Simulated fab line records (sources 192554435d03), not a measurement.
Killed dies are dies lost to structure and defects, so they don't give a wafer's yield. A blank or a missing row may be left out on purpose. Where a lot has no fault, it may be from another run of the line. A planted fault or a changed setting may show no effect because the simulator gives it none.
fab line records :: flow n5Finfet
record
  lots=5
  wafers=13
  lastDay=16
route steps=1938 shown BEOL_M4@1099 BEOL_M5@1112 BEOL_M7@1323 PASSIVATION@1936
lots untouched by any fault: they come from a run of this same line in which no faults occurred
startH: the number of hours between the record's first day and the start of the first shown wafer of the lot :: waitH: time in hours since the lot's previous step :: " same as the row above :: L1.1+2: a row that stands for several wafers :: - no value, or no start was given :: * or withheld: withheld :: < > ~ a bound
route shown NAME@n: NAME is a module with steps in the file, n the number in the route of the first one :: usual: average and standard deviation across the fault-free wafers :: same: alike in all rows :: chamber/n: place in a boat :: sites: readings site by site :: _std_site: standard deviation across them :: _edge_site: mean of outer sites minus mean of inner sites :: radiusMm: for every site, how far away it sits from the centre of the wafer :: mask NAME#n: copy n :: behind: the last tool/chamber to shape the wafer :: hold: reason for holding the lot/hours on hold/outcome of the hold :: device: the n, p or np transistor that did not switch :: end of line: tests run on the same wafers once the route is complete :: a step with no rows: only its recipe :: killed: dies lost to structure and defects at the first sort, not the wafer's yield :: map: a wafer's dies, marking killed ones x, the rest . and places with no die _
set.NAME: setting as actually run; set.NAME@STEP: the setting as run at that earlier step :: model.NAME: the simulator's own value behind a step, which no gauge read
lots seen at some steps along the route; tables by step, rows by wafer
services: a tool's chamber out of use, with start hour (startH, from the record's first day; less than 0 if before it), hours out, and reason
## steps
# step N5_BEOL_M4_ANNEAL_95
# recipe
  tempC=400
  timeS=240
  ambient=vacuum
# step N5_BEOL_M4_SPUTTER_96
# recipe
  material=Cu
  targetThkA=45
  tempC=-20
  chamberPressurePa=0.07
  powerW=withheld
  timeS=8.29
# step N5_BEOL_M4_ECD_50
# recipe
  material=Cu
  targetThkA=3000
# step N5_BEOL_M4_ANNEAL_51
# recipe
  tempC=225
  timeS=90
  ambient=N2
# step N5_BEOL_M4_CMP_52
# recipe
  stopOn=SiOC
  tOverpolishS=6.8
  downForcePsi=1
  platenRpm=50
  clearingPlatenDownForcePsi=1.5
  clearingPlatenRpm=50
  postCmpClean=cuAlkaline
  targetThkNm=40
  clearingPlatenPadVelocityMS=0.99484
  padVelocityMS=0.99484
# step N5_BEOL_M4_PRE_CLEAN_60
# recipe
  gas=NH3/H2
  timeS=15
  tempC=*
  rfPowerW=300
# step N5_BEOL_M4_CO_CAP_55
# recipe
  material=Co
  targetThkA=20
  tempC=200
  precursor=CCTBA/H2
  pressureTorr=30
  timeS=102.1
# step N5_BEOL_M4_PRE_CLEAN_56
# recipe
  gas=NH3
  timeS=15
  tempC=withheld
  rfPowerW=300
# step N5_BEOL_M4_DEP_57
# recipe
  material=SiCN
  targetThkA=80
  tempC=withheld
  precursor=3MS/NH3
  pressureTorr=3
  rfW=202
  timeS=14
# step N5_BEOL_M4_RC_MEAS_101
# usual
  DIBL_N=36.8/1.5
  DIBL_P=37.1/2.1
  IOFF_N=0.168/0.03
  IOFF_P=0.22/0.034
  ION_N=679/12
  ION_P=466/8
  SS_N=71.7/0.58
  SS_P=73.5/0.67
  VT_N=248.8/2.7
  VT_P=-250/3.3
lot.wafer: L554.3
tool: prober-01
chamber: 0
startH: 170.95
waitH: 0.3
DIBL_N[mV/V]: 37.1
DIBL_P[mV/V]: 38.3
IOFF_N[nA/um]: 0.189
IOFF_P[nA/um]: 0.25
ION_N[uA/um]: 681
ION_P[uA/um]: 461
SS_N[mV/dec]: 71.5
SS_P[mV/dec]: 73.4
VT_N[mV]: 245.9
VT_P[mV]: -247

lot.wafer: L554.5
tool: prober-01
chamber: 0
startH: 170.95
waitH: 0.3
DIBL_N[mV/V]: 37.0
DIBL_P[mV/V]: 37.9
IOFF_N[nA/um]: 0.182
IOFF_P[nA/um]: 0.25
ION_N[uA/um]: 684
ION_P[uA/um]: 467
SS_N[mV/dec]: 71.4
SS_P[mV/dec]: 74.3
VT_N[mV]: 248.8
VT_P[mV]: -247

lot.wafer: L554.6
tool: prober-01
chamber: 0
startH: 170.95
waitH: 0.3
DIBL_N[mV/V]: 38.0
DIBL_P[mV/V]: 39.9
IOFF_N[nA/um]: 0.210
IOFF_P[nA/um]: 0.28
ION_N[uA/um]: 692
ION_P[uA/um]: 471
SS_N[mV/dec]: 71.4
SS_P[mV/dec]: 74.6
VT_N[mV]: 246.4
VT_P[mV]: -245

lot.wafer: L556.1
tool: prober-02
chamber: 0
startH: 181.77
waitH: 0.0
DIBL_N[mV/V]: 35.9
DIBL_P[mV/V]: 35.9
IOFF_N[nA/um]: 0.152
IOFF_P[nA/um]: 0.22
ION_N[uA/um]: 681
ION_P[uA/um]: 470
SS_N[mV/dec]: 71.1
SS_P[mV/dec]: 73.0
VT_N[mV]: 248.6
VT_P[mV]: -248

lot.wafer: L556.5
tool: prober-02
chamber: 0
startH: 181.77
waitH: 0.0
DIBL_N[mV/V]: 36.3
DIBL_P[mV/V]: 36.4
IOFF_N[nA/um]: 0.153
IOFF_P[nA/um]: 0.24
ION_N[uA/um]: 696
ION_P[uA/um]: 480
SS_N[mV/dec]: 71.0
SS_P[mV/dec]: 72.7
VT_N[mV]: 249.3
VT_P[mV]: -249

lot.wafer: L556.6
tool: prober-02
chamber: 0
startH: 181.77
waitH: 0.0
DIBL_N[mV/V]: 37.1
DIBL_P[mV/V]: 37.0
IOFF_N[nA/um]: 0.163
IOFF_P[nA/um]: 0.26
ION_N[uA/um]: 684
ION_P[uA/um]: 477
SS_N[mV/dec]: 70.8
SS_P[mV/dec]: 74.2
VT_N[mV]: 250.1
VT_P[mV]: -245

lot.wafer: L569.3
tool: prober-01
chamber: 0
startH: 263.13
waitH: 0.3
DIBL_N[mV/V]: 35.8
DIBL_P[mV/V]: 35.5
IOFF_N[nA/um]: 0.140
IOFF_P[nA/um]: 0.21
ION_N[uA/um]: 675
ION_P[uA/um]: 469
SS_N[mV/dec]: 71.7
SS_P[mV/dec]: 72.7
VT_N[mV]: 247.9
VT_P[mV]: -251

lot.wafer: L569.4
tool: prober-01
chamber: 0
startH: 263.13
waitH: 0.3
DIBL_N[mV/V]: 36.9
DIBL_P[mV/V]: 37.7
IOFF_N[nA/um]: 0.172
IOFF_P[nA/um]: 0.24
ION_N[uA/um]: 698
ION_P[uA/um]: 472
SS_N[mV/dec]: 71.3
SS_P[mV/dec]: 73.8
VT_N[mV]: 246.5
VT_P[mV]: -249

lot.wafer: L570.2
tool: prober-01
chamber: 0
startH: 269.53
waitH: 0.2
DIBL_N[mV/V]: 35.7
DIBL_P[mV/V]: 37.3
IOFF_N[nA/um]: 0.140
IOFF_P[nA/um]: 0.22
ION_N[uA/um]: 669
ION_P[uA/um]: 465
SS_N[mV/dec]: 71.0
SS_P[mV/dec]: 73.1
VT_N[mV]: 252.1
VT_P[mV]: -249

lot.wafer: L570.3
tool: prober-01
chamber: 0
startH: 269.53
waitH: 0.2
DIBL_N[mV/V]: 37.0
DIBL_P[mV/V]: 36.8
IOFF_N[nA/um]: 0.149
IOFF_P[nA/um]: 0.20
ION_N[uA/um]: 669
ION_P[uA/um]: 455
SS_N[mV/dec]: 71.8
SS_P[mV/dec]: 73.3
VT_N[mV]: 252.0
VT_P[mV]: -251

lot.wafer: L572.2
tool: prober-01
chamber: 0
startH: 275.85
waitH: 0.2
DIBL_N[mV/V]: 36.1
DIBL_P[mV/V]: 37.2
IOFF_N[nA/um]: 0.151
IOFF_P[nA/um]: 0.21
ION_N[uA/um]: 676
ION_P[uA/um]: 466
SS_N[mV/dec]: 72.6
SS_P[mV/dec]: 73.5
VT_N[mV]: 248.1
VT_P[mV]: -250

lot.wafer: L572.5
tool: prober-01
chamber: 0
startH: 275.85
waitH: 0.2
DIBL_N[mV/V]: 36.1
DIBL_P[mV/V]: 38.0
IOFF_N[nA/um]: 0.150
IOFF_P[nA/um]: 0.22
ION_N[uA/um]: 677
ION_P[uA/um]: 468
SS_N[mV/dec]: 71.6
SS_P[mV/dec]: 73.7
VT_N[mV]: 248.9
VT_P[mV]: -249

lot.wafer: L572.6
tool: prober-01
chamber: 0
startH: 275.85
waitH: 0.2
DIBL_N[mV/V]: 35.6
DIBL_P[mV/V]: 36.2
IOFF_N[nA/um]: 0.142
IOFF_P[nA/um]: 0.19
ION_N[uA/um]: 675
ION_P[uA/um]: 464
SS_N[mV/dec]: 71.1
SS_P[mV/dec]: 73.2
VT_N[mV]: 249.6
VT_P[mV]: -252
# step N5_BEOL_M5_ILD_DEP_00
# recipe
  material=SiCOH_lowk
  targetThkA=1406.4
  tempC=300
  precursor=DEMS/porogen
  pressureTorr=5
  rfW=500
  timeS=25.9
# step N5_BEOL_M5_CURE_79
# recipe
  tempC=385
  timeS=240
  ambient=He/Ar
  material=SiCOH_lowk
# step N5_BEOL_M5_PECVD_70
# recipe
  material=SiO2
  targetThkA=160
  tempC=400
  precursor=TEOS/O2
  pressureTorr=5.5
  rfW=450
  teosFlowSccm=53.8
  gas=O2
  flowSccm=3000
  timeS=18
# step N5_BEOL_M5_HM_DEP_02
# recipe
  material=TiN
  targetThkA=200
  tempC=25
  chamberPressurePa=0.49996
# step N5_BEOL_M5_COAT_59
# recipe
  resist=SOC
  tempC=250
  timeS=60
  spinRpm=1500
  resistThkNm=60
# step N5_BEOL_M5_COAT_60
# recipe
  resist=SiARC
  tempC=220
  timeS=60
  spinRpm=1500
  resistThkNm=12
# step N5_BEOL_M5_COAT_71
# recipe
  resist=underlayer
  tempC=205
  timeS=60
  spinRpm=1500
  resistThkNm=5
# step N5_BEOL_M5_COAT_05
# recipe
  resist=CAR-EUV
  spinRpm=1500
  resistThkNm=30
# step N5_BEOL_M5_EBR_07
# recipe
  solvent=PGMEA
  ebrWidthMm=1.5
# step N5_BEOL_M5_SOFTBAKE_06
# recipe
  tempC=110
  timeS=60
  resist=CAR-EUV
# step N5_BEOL_M5_EXPOSE_08
# recipe
  maskId=M5
  na=0.33
  sourceShape=annular
  sigmaInner=0.4
  sigmaOuter=0.8
  polarization=unpolarized
  targetCdNm=28
  doseMj=35.75
# step N5_BEOL_M5_PEB_09
# recipe
  pebTempC=100
  pebTimeS=60
  resist=CAR-EUV
# step N5_BEOL_M5_DEVELOP_10
# recipe
  developTimeS=30
  developer=TMAH
  resist=CAR-EUV
  rinseLiquid=surfactantRinse
  dry=airSpin
  devTempC=23
# step N5_BEOL_M5_DESCUM_16
# recipe
  chemistry=O2
  timeS=7
  sourcePowerW=50
  biasPowerW=20
  pressureMtorr=20
  rfFrequencyHz=2.712e+07
  tempC=40
  resist=CAR-EUV
  o2FlowSccm=225
# step N5_BEOL_M5_ETCH_72
# recipe
  chemistry=N2/H2
  target=underlayer
  targetDepthA=65
  maskMaterial=CAR-EUV
  timeS=5.2
  ionEnergyEv=200
  pressureMtorr=30
  sourceW=840
  biasW=150
  n2FlowSccm=200
  h2FlowSccm=200
  ends=cleared
# step N5_BEOL_M5_ETCH_61
# recipe
  chemistry=CF4
  target=SiARC
  targetDepthA=156
  maskMaterial=CAR-EUV
  timeS=26
  ionEnergyEv=80
  pressureMtorr=40
  sourceW=545
  biasW=36
  Ar_flow_sccm=100
  cf4FlowSccm=100
  ends=cleared
# step N5_BEOL_M5_ETCH_62
# recipe
  chemistry=N2/H2
  target=SOC
  targetDepthA=750
  overetchA=150
  maskMaterial=SiARC
  tempC=40
  timeS=112.5
  ionEnergyEv=200
  pressureMtorr=30
  sourceW=840
  biasW=150
  n2FlowSccm=200
  h2FlowSccm=200
# step N5_BEOL_M5_STRIP_63
# recipe
  chemistry=N2/H2
  tempC=40
  n2FlowSccm=200
  h2FlowSccm=200
  rfFrequencyHz=6e+07
# step N5_BEOL_M5_STRIP_73
# recipe
  chemistry=N2/H2
  tempC=40
  n2FlowSccm=200
  h2FlowSccm=200
  rfFrequencyHz=6e+07
# step N5_BEOL_M5_STRIP_64
# recipe
  chemistry=CF4
  resist=SiARC
  powerW=300
  biasPowerW=75
  pressureMtorr=50
  cf4FlowSccm=150
  rfFrequencyHz=6e+07
# step N5_BEOL_M5_HM_OPEN_17
# recipe
  chemistry=Cl2/BCl3
  targetDepthA=200
  overetchA=60
  target=TiN
  maskMaterial=SOC
  ionEnergyEv=150
  pressureMtorr=10
  icpW=1000
  biasW=126
  Cl2_flow_sccm=53.25
  bcl3FlowSccm=21.75
  Ar_flow_sccm=25
# step N5_BEOL_M5_STRIP_19
# recipe
  chemistry=O2
  powerW=400
  tempC=40
  pressureMtorr=30
  rfFrequencyHz=6e+07
  biasPowerW=0
  overashFraction=0.2
  o2FlowSccm=225
# step N5_BEOL_M5_COAT_65
# recipe
  resist=SOC
  tempC=250
  timeS=60
  spinRpm=1500
  resistThkNm=60
# step N5_BEOL_M5_COAT_66
# recipe
  resist=SiARC
  tempC=220
  timeS=60
  spinRpm=1500
  resistThkNm=12
# step N5_BEOL_M7_SPUTTER_48
# recipe
  material=Cu
  targetThkA=100
  tempC=-20
  biasV=60
  powerW=26000
  chamberPressurePa=0.13
  timeS=1.667
# usual
  throttleValvePct=30.1/0.69
lot.wafer: L554.3
tool: pvdSputter-03
chamber: -
startH: 197.63
waitH: 0.1
throttleValvePct: 31.1

lot.wafer: L554.5
tool: pvdSputter-03
chamber: -
startH: 197.63
waitH: 0.1
throttleValvePct: 29.4

lot.wafer: L554.6
tool: pvdSputter-03
chamber: -
startH: 197.63
waitH: 0.1
throttleValvePct: 29.3

lot.wafer: L556.1
tool: pvdSputter-02
chamber: -
startH: 209.13
waitH: 0.1
throttleValvePct: 30.7

lot.wafer: L556.5
tool: pvdSputter-02
chamber: -
startH: 209.13
waitH: 0.1
throttleValvePct: 30.7

lot.wafer: L556.6
tool: pvdSputter-02
chamber: -
startH: 209.13
waitH: 0.1
throttleValvePct: 29.0

lot.wafer: L569.3
tool: pvdSputter-03
chamber: -
startH: 290.09
waitH: 1.6
throttleValvePct: 29.2

lot.wafer: L569.4
tool: pvdSputter-03
chamber: -
startH: 290.09
waitH: 1.6
throttleValvePct: 30.6

lot.wafer: L570.2
tool: pvdSputter-03
chamber: -
startH: 304.05
waitH: 0.1
throttleValvePct: 29.5

lot.wafer: L570.3
tool: pvdSputter-03
chamber: -
startH: 304.05
waitH: 0.1
throttleValvePct: 29.4

lot.wafer: L572.2
tool: pvdSputter-03
chamber: -
startH: 311.53
waitH: 0.1
throttleValvePct: 31.0

lot.wafer: L572.5
tool: pvdSputter-03
chamber: -
startH: 311.53
waitH: 0.1
throttleValvePct: 31.2

lot.wafer: L572.6
tool: pvdSputter-03
chamber: -
startH: 311.53
waitH: 0.1
throttleValvePct: 30.1
# step N5_PASSIVATION_PROBE_49
# usual
  defectLimitedYield=91.0/1.5
  killed_at_M0_to_M3=34/11
  killed_at_M4_up=14/5.3
  killedAtContacts=13/7
  killedAtFrontEnd=41/13
  killedAtOther=4/3.1
  killedDies=106/17
  killedOnRim=14/3.9
  killedOpen=70/12
  killedShort=35/8
  sort_bin_5_function=5.2/0.98
  sort_bin_6_memory=3.4/0.69
  sortNPass=1074/17
  sortYieldPct=91.0/1.5
# same
  grossDies=1180
  killedAtBackSide=0
  sort_bin_4_leakage[%]=0
  sort_bin_8_speed[%]=0
lot.wafer: L554.3
tool: prober-02
chamber: -
startH: 267.24
waitH: 0.1
defectLimitedYield[%]: 93.2
killed_at_M0_to_M3: 15
killed_at_M4_up: 16
killedAtContacts: 19
killedAtFrontEnd: 27
killedAtOther: 3
killedDies: 80
killedOnRim: 10
killedOpen: 55
killedShort: 25
sort_bin_5_function[%]: 4.0
sort_bin_6_memory[%]: 2.6
sortNPass: 1100
sortYieldPct[%]: 93.2

lot.wafer: L554.5
tool: prober-02
chamber: -
startH: 267.34
waitH: 0.2
defectLimitedYield[%]: 93.1
killed_at_M0_to_M3: 32
killed_at_M4_up: 14
killedAtContacts: 10
killedAtFrontEnd: 25
killedAtOther: 1
killedDies: 82
killedOnRim: 10
killedOpen: 56
killedShort: 24
sort_bin_5_function[%]: 3.9
sort_bin_6_memory[%]: 2.6
sortNPass: 1098
sortYieldPct[%]: 93.1

lot.wafer: L554.6
tool: prober-02
chamber: -
startH: 267.39
waitH: 0.3
defectLimitedYield[%]: 92.5
killed_at_M0_to_M3: 22
killed_at_M4_up: 20
killedAtContacts: 18
killedAtFrontEnd: 28
killedAtOther: 1
killedDies: 89
killedOnRim: 10
killedOpen: 56
killedShort: 25
sort_bin_5_function[%]: 3.8
sort_bin_6_memory[%]: 3.1
sortNPass: 1091
sortYieldPct[%]: 92.5

lot.wafer: L556.1
tool: prober-01
chamber: -
startH: 288.70
waitH: 0.0
defectLimitedYield[%]: 92.7
killed_at_M0_to_M3: 25
killed_at_M4_up: 16
killedAtContacts: 4
killedAtFrontEnd: 35
killedAtOther: 6
killedDies: 86
killedOnRim: 13
killedOpen: 59
killedShort: 24
sort_bin_5_function[%]: 4.5
sort_bin_6_memory[%]: 2.6
sortNPass: 1094
sortYieldPct[%]: 92.7

lot.wafer: L556.5
tool: prober-01
chamber: -
startH: 288.90
waitH: 0.2
defectLimitedYield[%]: 93.2
killed_at_M0_to_M3: 29
killed_at_M4_up: 22
killedAtContacts: 4
killedAtFrontEnd: 24
killedAtOther: 1
killedDies: 80
killedOnRim: 6
killedOpen: 46
killedShort: 29
sort_bin_5_function[%]: 3.6
sort_bin_6_memory[%]: 2.7
sortNPass: 1100
sortYieldPct[%]: 93.2

lot.wafer: L556.6
tool: prober-01
chamber: -
startH: 288.95
waitH: 0.3
defectLimitedYield[%]: 91.8
killed_at_M0_to_M3: 31
killed_at_M4_up: 17
killedAtContacts: 5
killedAtFrontEnd: 42
killedAtOther: 2
killedDies: 97
killedOnRim: 8
killedOpen: 68
killedShort: 28
sort_bin_5_function[%]: 4.9
sort_bin_6_memory[%]: 3.1
sortNPass: 1083
sortYieldPct[%]: 91.8

lot.wafer: L569.3
tool: prober-02
chamber: -
startH: 368.31
waitH: 0.1
defectLimitedYield[%]: 80.9
killed_at_M0_to_M3: 33
killed_at_M4_up: 122
killedAtContacts: 11
killedAtFrontEnd: 55
killedAtOther: 4
killedDies: 225
killedOnRim: 35
killedOpen: 69
killedShort: 44
sort_bin_5_function[%]: 11.7
sort_bin_6_memory[%]: 6.9
sortNPass: 955
sortYieldPct[%]: 80.9

lot.wafer: L569.4
tool: prober-02
chamber: -
startH: 368.36
waitH: 0.2
defectLimitedYield[%]: 91.4
killed_at_M0_to_M3: 40
killed_at_M4_up: 9
killedAtContacts: 9
killedAtFrontEnd: 37
killedAtOther: 6
killedDies: 101
killedOnRim: 10
killedOpen: 69
killedShort: 32
sort_bin_5_function[%]: 5.3
sort_bin_6_memory[%]: 3.1
sortNPass: 1079
sortYieldPct[%]: 91.4

lot.wafer: L570.2
tool: prober-02
chamber: -
startH: 377.21
waitH: 0.1
defectLimitedYield[%]: 83.1
killed_at_M0_to_M3: 37
killed_at_M4_up: 116
killedAtContacts: 16
killedAtFrontEnd: 30
killedAtOther: 1
killedDies: 200
killedOnRim: 33
killedOpen: 56
killedShort: 40
sort_bin_5_function[%]: 9.2
sort_bin_6_memory[%]: 6.8
sortNPass: 980
sortYieldPct[%]: 83.1

lot.wafer: L570.3
tool: prober-02
chamber: -
startH: 377.26
waitH: 0.1
defectLimitedYield[%]: 84.7
killed_at_M0_to_M3: 32
killed_at_M4_up: 104
killedAtContacts: 14
killedAtFrontEnd: 28
killedAtOther: 2
killedDies: 180
killedOnRim: 27
killedOpen: 59
killedShort: 23
sort_bin_5_function[%]: 8.2
sort_bin_6_memory[%]: 6.6
sortNPass: 1000
sortYieldPct[%]: 84.7

lot.wafer: L572.2
tool: prober-02
chamber: -
startH: 381.02
waitH: 0.1
defectLimitedYield[%]: 84.5
killed_at_M0_to_M3: 27
killed_at_M4_up: 100
killedAtContacts: 27
killedAtFrontEnd: 26
killedAtOther: 3
killedDies: 183
killedOnRim: 29
killedOpen: 67
killedShort: 26
sort_bin_5_function[%]: 9.6
sort_bin_6_memory[%]: 5.7
sortNPass: 997
sortYieldPct[%]: 84.5

lot.wafer: L572.5
tool: prober-02
chamber: -
startH: 381.17
waitH: 0.2
defectLimitedYield[%]: 91.6
killed_at_M0_to_M3: 22
killed_at_M4_up: 9
killedAtContacts: 21
killedAtFrontEnd: 44
killedAtOther: 3
killedDies: 99
killedOnRim: 11
killedOpen: 65
killedShort: 34
sort_bin_5_function[%]: 4.6
sort_bin_6_memory[%]: 3.5
sortNPass: 1081
sortYieldPct[%]: 91.6

lot.wafer: L572.6
tool: prober-02
chamber: -
startH: 381.22
waitH: 0.3
defectLimitedYield[%]: 92.0
killed_at_M0_to_M3: 26
killed_at_M4_up: 9
killedAtContacts: 22
killedAtFrontEnd: 34
killedAtOther: 3
killedDies: 94
killedOnRim: 5
killedOpen: 61
killedShort: 33
sort_bin_5_function[%]: 5.0
sort_bin_6_memory[%]: 2.5
sortNPass: 1086
sortYieldPct[%]: 92.0
# killed by level:class
L554.3 MOL_CONTACT_COAG:geometricParticle:open=15 FIN_SAQP:geometricParticle:open=7 BEOL_M4:geometricParticle:open=7 BEOL_M0_SAQP:geometricParticle:open=6 FIN_SAQP:geometricParticle:short=4 MOL_CONTACT_COAG:geometricParticle:short=4 BEOL_M1:geometricParticle:open=4 BEOL_M0_SAQP:geometricParticle:short=3
L554.5 BEOL_M0_SAQP:geometricParticle:open=12 MOL_CONTACT_COAG:geometricParticle:open=10 FIN_SAQP:geometricParticle:short=7 BEOL_M2:geometricParticle:open=7 BEOL_M0_SAQP:geometricParticle:short=5 FIN_SAQP:geometricParticle:open=4 BEOL_M3:geometricParticle:short=3 BEOL_M5:geometricParticle:open=3
L554.6 MOL_CONTACT_COAG:geometricParticle:open=14 BEOL_M0_SAQP:geometricParticle:short=8 FIN_SAQP:geometricParticle:open=6 FIN_SAQP:geometricParticle:short=6 BEOL_M0_SAQP:geometricParticle:open=6 BEOL_M4:geometricParticle:open=6 HKMG_FIN:areaEtch=5 MOL_CONTACT_COAG:geometricParticle:short=4
L556.1 BEOL_M4:geometricParticle:open=8 GATE_CUT:geometricParticle:short=6 FIN_SAQP:geometricParticle:short=5 BEOL_M3:geometricParticle:open=5 STI_FIN_REVEAL:geometricParticle:open=5 GATE_CUT:geometricParticle:open=5 BEOL_M0_SAQP:geometricParticle:open=5 STARTING-WAFER:geometricParticle:open=5
L556.5 BEOL_M4:geometricParticle:open=12 BEOL_M0_SAQP:geometricParticle:open=8 BEOL_M3:geometricParticle:open=7 BEOL_M0_SAQP:geometricParticle:short=6 STARTING-WAFER:geometricParticle:open=4 FIN_SAQP:geometricParticle:short=3 GATE_CUT:geometricParticle:short=3 BEOL_M1:geometricParticle:short=3
L556.6 STI_FIN_REVEAL:geometricParticle:open=8 FIN_SAQP:geometricParticle:short=6 DUMMY_GATE:geometricParticle:open=6 BEOL_M0_SAQP:geometricParticle:open=6 BEOL_M1:geometricParticle:open=6 BEOL_M4:geometricParticle:open=6 BEOL_M3:geometricParticle:open=5 BEOL_M2:geometricParticle:open=4
L569.3 BEOL_M7:interfaceVoidOpened=112 FIN_SAQP:geometricParticle:short=11 MOL_CONTACT_COAG:geometricParticle:open=10 FIN_SAQP:geometricParticle:open=9 BEOL_M0_SAQP:geometricParticle:open=8 GATE_CUT:geometricParticle:short=7 BEOL_M3:geometricParticle:open=6 BEOL_M2:geometricParticle:open=5
L569.4 BEOL_M2:geometricParticle:open=14 FIN_SAQP:geometricParticle:open=9 BEOL_M3:geometricParticle:open=9 STI_FIN_REVEAL:geometricParticle:open=8 MOL_CONTACT_COAG:geometricParticle:open=6 BEOL_M0_SAQP:geometricParticle:open=6 DUMMY_GATE:geometricParticle:open=4 ILD0:geometricParticle:short=4
L570.2 BEOL_M7:interfaceVoidOpened=104 MOL_CONTACT_COAG:geometricParticle:open=14 BEOL_M2:geometricParticle:open=13 FIN_SAQP:geometricParticle:short=11 BEOL_M0_SAQP:geometricParticle:open=5 BEOL_M3:geometricParticle:open=5 BEOL_M4:geometricParticle:short=5 FIN_SAQP:geometricParticle:open=4
L570.3 BEOL_M7:interfaceVoidOpened=97 BEOL_M2:geometricParticle:open=15 MOL_CONTACT_COAG:geometricParticle:open=13 BEOL_M4:geometricParticle:open=5 FIN_SAQP:geometricParticle:short=4 STI_FIN_REVEAL:geometricParticle:open=4 GATE_CUT:geometricParticle:short=4 BEOL_M2:geometricParticle:short=4
L572.2 BEOL_M7:interfaceVoidOpened=90 MOL_CONTACT_COAG:geometricParticle:open=22 BEOL_M0_SAQP:geometricParticle:open=9 FIN_SAQP:geometricParticle:short=7 BEOL_M1:geometricParticle:open=7 BEOL_M4:geometricParticle:open=7 FIN_SAQP:geometricParticle:open=6 MOL_CONTACT_COAG:geometricParticle:short=5
L572.5 MOL_CONTACT_COAG:geometricParticle:open=15 FIN_SAQP:geometricParticle:open=12 STI_FIN_REVEAL:geometricParticle:open=12 BEOL_M0_SAQP:geometricParticle:short=7 BEOL_M4:geometricParticle:open=6 MOL_CONTACT_COAG:geometricParticle:short=6 BEOL_M1:geometricParticle:open=5 STARTING-WAFER:geometricParticle:short=5
L572.6 MOL_CONTACT_COAG:geometricParticle:open=18 FIN_SAQP:geometricParticle:open=9 BEOL_M1:geometricParticle:open=8 FIN_SAQP:geometricParticle:short=6 BEOL_M0_SAQP:geometricParticle:short=6 STARTING-WAFER:geometricParticle:open=6 MOL_CONTACT_COAG:geometricParticle:short=4 BEOL_M0_SAQP:geometricParticle:open=4
# map L569.3 (x killed, . not)
_________________....xx..x.x.________________
______________......xx.x...x..x._____________
___________.....x.xx...xx..xx......__________
__________.xx.......x..x.....xx..x.._________
________...........x.x.x.....x.x....xx_______
_______...x...x.xx.......x....x...x....______
______.x.x......x..........x...........x_____
_____.....x....................x...x..xxx____
____..x....x......x....x....x....x.x......___
___.x..x...x....x.......xx.....x.......x..x__
___......x...x....x....x.......x.x.........__
__x......x.....x............................_
__x.................xx............x.....xx.x_
_....xx...........x.xxx...x...x.xx...........
_......x.xx.x...........x.....x...........x..
_.x.......x.....x........................x.x.
_...x.x.xxxxxx.xx.............x...x.x.x......
_x........x...x........x..........x........x.
_.....x...x.x...x..x......x..x....x........x.
_..xx...................................x....
_x........x...xx.x...........................
__..x....x.....xxxxx..............x......xx._
__..x..x.x..x......x.x....xx.............x.._
___x......x....x..........xx.x......x..xx..__
___x....xxx.....x.....x......x....x...x..xx__
____x..x....x..x..............x.....xx...x___
_____.x........x..........xx........x....____
______.x...........x.........x.x........_____
_______..xx..x...........xx.x.x......x.______
________..x..x.......x....x...x......x_______
__________..x.x......x.x...........x_________
___________.x....x..x......x..xx...__________
______________..x.x.x.....x.x..._____________
_________________............________________
# map L570.2 (x killed, . not)
_________________...x.x.....x________________
______________...........x.x...._____________
___________....xx....x.............__________
__________.x..xx................xxx._________
________.x.......x....x...xx.......x.._______
_______..x...x.x.x.......x.x....x.....x______
______..x.....x.................x...xx.x_____
_____x.xxx....................x..x..x....____
____.......x..x..xx........x......x...x...___
___...x....x.......xx................x.x..x__
___.x..x...x..x......x......x....x......xxx__
__.......x..x..x....x............x......x..._
__................x...........x............._
_......................xx.......x......x..x.x
_xx....x..x........................x......x..
_......................x.x....x..............
_........x..............x.........x...x..x...
_...x...xxx.x......x..x....x....x.......x....
_x................x......x....x..............
_...x..........x....x........................
_.......x.x..x.x........x..xx..x.x.x.....x.x.
__..x.x...................xxx.............x._
__xx..........x..x.....x...................._
___.x.x..x.x.......x..x..x............x....__
___...............x..x....xx.........x....x__
____x......x..xxxx...............x.x......___
_____..x..........xx..x................x.____
______.x..............xx.........x...x.._____
_______..x.xx.x.x....x..............x.x______
________.....x.xx....x.....x..x....x.._______
__________.....x...x.......x...x..x._________
___________..x..........x....x.xx..__________
______________x.xxxxxx....x....._____________
_________________x........x..________________
## services
tool: pvdSputter-02
chamber: -
startH: 288.44
hours: 40.3
kind: repair
## key
firstSign
  step=N5_PASSIVATION_PROBE_49
  reading=killed_at_M4_up
  direction=up
  sigmas=18
  usual=14
  struck=110
effect
  step=N5_PASSIVATION_PROBE_49
  reading=defectLimitedYield
  direction=down
  sigmas=5.2
  usual=91.0
  struck=83.3
moreKillsBornAt
  N5_BEOL_M7_SPUTTER_48@pvdSputter-03=403
metAt N5_BEOL_M7_SPUTTER_48
struckWafers L569.3,L570.2,L570.3,L572.2
onsetBetween 197.63 290.09
fault
  kind=processParameterDrift
  tool=pvdSputter-03
  chamber=-
  onsetH=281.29
  steps=N5_BEOL_M7_SPUTTER_48
  channel=timeS
  offset=*
  shape=step
  endH=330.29
  scope=struckWafersOnly
  actsIn=*
  stated=*
